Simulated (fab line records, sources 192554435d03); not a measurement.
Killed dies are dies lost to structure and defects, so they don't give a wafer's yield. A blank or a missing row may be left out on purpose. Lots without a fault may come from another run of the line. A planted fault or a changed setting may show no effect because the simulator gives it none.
Split-lot experiment | flow n5_finfet | 7 lots, 21 wafers read, on a route of 1938 steps

THE SPLIT
At N5_BEOL_M4_EXPOSE_08 (exposes mask M4), the setting dose_mj was moved away from the recipe's 41.25 on 11 of the 21 wafers read, by -5.9% to +6.3%. The other wafers ran this setting at the recipe's value.

FROM THE SPLIT TO THE READING: what the file shows between them, 5 steps
- N5_BEOL_M4_PEB_09: peb time 60 s
- N5_BEOL_M4_DEVELOP_10: develop time 30 s
- N5_BEOL_M4_DESCUM_16: chemistry O2, time 7 s
- N5_BEOL_M4_ETCH_74: etches underlayer in N2/H2, target depth 6.5 nm, time 5.2 s
- N5_BEOL_M4_ETCH_63: etches SiARC in CF4, target depth 15.6 nm, time 26 s

THE READING
BEOL_M4.cd_offset_nm (the simulator's own value, which no gauge read), in nm, at N5_BEOL_M4_ETCH_64 (etches SOC in N2/H2, target depth 75 nm, overetch 22.5 nm, time 121.9 s). The file gives no usual value for it. The 10 wafers here that ran the recipe average 0.0 nm, standard deviation 0.17 nm.

wafer  | tool, chamber at the split | dose_mj as run | against the recipe | BEOL_M4.cd_offset_nm, nm | against lot-mates on the recipe
L076.1 | euv_scanner-02, 0          | 38.82          | -5.9%              | -1.2                     | no lot-mate on the recipe
L076.2 | euv_scanner-02, 0          | 38.82          | -5.9%              | -1.2                     | no lot-mate on the recipe
L076.5 | euv_scanner-02, 0          | 38.82          | -5.9%              | -1.2                     | no lot-mate on the recipe
L080.1 | euv_scanner-02, 0          | 41.25          | recipe             | 0.2                      | -
L080.6 | euv_scanner-02, 0          | 41.25          | recipe             | 0.2                      | -
L080.3 | euv_scanner-02, 0          | 40.02          | -3.0%              | -0.6                     | -0.8
L089.3 | euv_scanner-01, 0          | 43.84          | +6.3%              | 1.2                      | no lot-mate on the recipe
L089.4 | euv_scanner-01, 0          | 43.84          | +6.3%              | 1.4                      | no lot-mate on the recipe
L089.5 | euv_scanner-01, 0          | 43.84          | +6.3%              | 1                        | no lot-mate on the recipe
L094.1 | euv_scanner-01, 0          | 41.25          | recipe             | 0.4                      | -
L094.2 | euv_scanner-01, 0          | 41.25          | recipe             | 0                        | -
L094.5 | euv_scanner-01, 0          | 40.17          | -2.6%              | -0.4                     | -0.6
L091.2 | euv_scanner-01, 0          | 40.28          | -2.4%              | -0.6                     | no lot-mate on the recipe
L091.4 | euv_scanner-01, 0          | 40.28          | -2.4%              | -0.6                     | no lot-mate on the recipe
L091.6 | euv_scanner-01, 0          | 40.28          | -2.4%              | -0.8                     | no lot-mate on the recipe
L095.2 | euv_scanner-01, 0          | 41.25          | recipe             | 0                        | -
L095.3 | euv_scanner-01, 0          | 41.25          | recipe             | -0.2                     | -
L095.6 | euv_scanner-01, 0          | 41.25          | recipe             | -0.2                     | -
L096.2 | euv_scanner-01, 0          | 41.25          | recipe             | 0                        | -
L096.4 | euv_scanner-01, 0          | 41.25          | recipe             | 0                        | -
L096.6 | euv_scanner-01, 0          | 41.25          | recipe             | 0                        | -

THE FIT
A straight line over all 21 wafers: BEOL_M4.cd_offset_nm changes by +0.201 nm for each +1% of dose_mj; r = +0.97; the points scatter about the line by 0.17 nm.
The same after taking each lot's own level away (the mean of its wafers on the recipe; 12 wafers): +0.252 nm for each +1%; r = +0.94; scatter 0.11 nm.
On that fit, the largest move of dose_mj shifts the reading by 1.6 nm.
The lots' own levels span -0.13 to 0.20 nm, that is 1.9 times the standard deviation above.
So the lot-to-lot level changes the slope: the two fits differ.
Check: with one of the wafers moved furthest among these (-3.0%) left out of the fit, the line predicts -0.683 nm for it against its lot-mates. It came out at -0.8 nm against them.

OTHER SPLITS ON THESE WAFERS
These wafers also went through other splits before the reading. Each is held against what the fit with the lots' levels taken away leaves over:
other split on the same wafers            | wafers away from the commonest value | r with BEOL_M4.cd_offset_nm (lot level and that fit taken away)
N5_MOL_CONTACT_COAG_ETCH_124 source_w     | 10                                   | +0.06
N5_MOL_CONTACT_COAG_CVD_140 target_thk_a  | 6                                    | +0.00
N5_BEOL_M0_SAQP_MANDREL_ETCH_20 icp_w     | 7                                    | +0.59
N5_BEOL_M0_SAQP_SPACER1_ALD_98 ald_cycles | 7                                    | +0.16
N5_BEOL_M0_ETCH_109 bias_w                | 7                                    | +0.00
N5_BEOL_M2_COAT_67 spin_rpm               | 6                                    | +0.00
N5_BEOL_M2_COAT_76 time_s                 | 10                                   | -0.14
N5_BEOL_M2_TRENCH_ETCH_37 source_w        | 4                                    | +0.13
N5_BEOL_M4_COAT_62 spin_rpm               | 7                                    | -0.33

THE WHOLE CHAIN: every reading that the file lists as answering this split, in the file's order
step               | what it does                                                            | reading                                                               | change (the file's fit)               | r (the file's)
N5_BEOL_M4_ETCH_74 | etches underlayer in N2/H2, target depth 6.5 nm, time 5.2 s             | BEOL_M4.cd_offset_nm (the simulator's own value, which no gauge read) | +0.23 nm for each +1% of the setting  | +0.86
N5_BEOL_M4_ETCH_64 | etches SOC in N2/H2, target depth 75 nm, overetch 22.5 nm, time 121.9 s | BEOL_M4.cd_offset_nm (the simulator's own value, which no gauge read) | +0.251 nm for each +1% of the setting | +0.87

THE FILE'S OWN FIT
BEOL_M4.cd_offset_nm changes by +0.251 nm for each +1% of dose_mj, r = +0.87.
